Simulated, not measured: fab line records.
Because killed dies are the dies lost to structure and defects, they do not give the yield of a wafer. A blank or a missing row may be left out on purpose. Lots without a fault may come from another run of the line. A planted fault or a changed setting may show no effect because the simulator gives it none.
Matching of chambers / flow n5-finfet / N5_BEOL_M2_CO_CAP_55 on cvd-co-02 has 3 sister chambers
The step material Co, precursor CCTBA/H2, target thk 2 nm, time 102.1 s. 14 wafers are shown with their chamber, then 7 later ones without.

== WAFERS, EACH WITH ITS CHAMBER ==
wafer=L503.4; chamber=1; heater-power-w (W)=252
wafer=L503.5; chamber=0; heater-power-w (W)=237
wafer=L503.6; chamber=2; heater-power-w (W)=228
wafer=L509.2; chamber=0; heater-power-w (W)=243
wafer=L509.5; chamber=2; heater-power-w (W)=235
wafer=L509.6; chamber=1; heater-power-w (W)=256
wafer=L513.2; chamber=0; heater-power-w (W)=249
wafer=L513.3; chamber=2; heater-power-w (W)=237
wafer=L513.6; chamber=0; heater-power-w (W)=251
wafer=L517.1; chamber=1; heater-power-w (W)=249
wafer=L517.4; chamber=2; heater-power-w (W)=233
wafer=L517.6; chamber=0; heater-power-w (W)=247
wafer=L515.2; chamber=2; heater-power-w (W)=244
wafer=L515.3; chamber=0; heater-power-w (W)=248

SIGNATURES, as means of the wafers listed above
reading=heater-power-w; chamber 0=245.83; chamber 1=252.33; chamber 2=235.40; scatter within a chamber=5.14
Rule: for a wafer and a chamber, the distance is found by dividing, reading by reading, the gap between the wafer's reading and the chamber's mean by the reading's scatter, squaring, summing and taking the root. If the next closest chamber is less than 2 further off than the closest, the wafer can't be placed; otherwise it belongs to the closest. The scatter: take each reading less its chamber's mean, square it, sum over the shown wafers, divide by the number of wafers less the number of chambers, and take the root.

== WAFERS MISSING THEIR CHAMBER ==
wafer=L515.6; heater-power-w (W)=253
wafer=L518.3; heater-power-w (W)=243
wafer=L518.4; heater-power-w (W)=252
wafer=L518.6; heater-power-w (W)=232
wafer=L520.1; heater-power-w (W)=254
wafer=L520.5; heater-power-w (W)=252
wafer=L520.6; heater-power-w (W)=238

== WHICH CHAMBER EACH ONE RAN IN ==
wafer=L515.6; from the rows above=can't be placed: 1 or 0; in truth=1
wafer=L518.3; from the rows above=can't be placed: 0 or 2 or 1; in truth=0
wafer=L518.4; from the rows above=can't be placed: 1 or 0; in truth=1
wafer=L518.6; from the rows above=2; in truth=2
wafer=L520.1; from the rows above=can't be placed: 1 or 0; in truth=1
wafer=L520.5; from the rows above=can't be placed: 1 or 0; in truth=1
wafer=L520.6; from the rows above=can't be placed: 2 or 0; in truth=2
Placed correctly: 1 of 7. Unplaceable from these rows: 6, with the true chamber sitting among the candidates in 6. 0 placed wrongly.
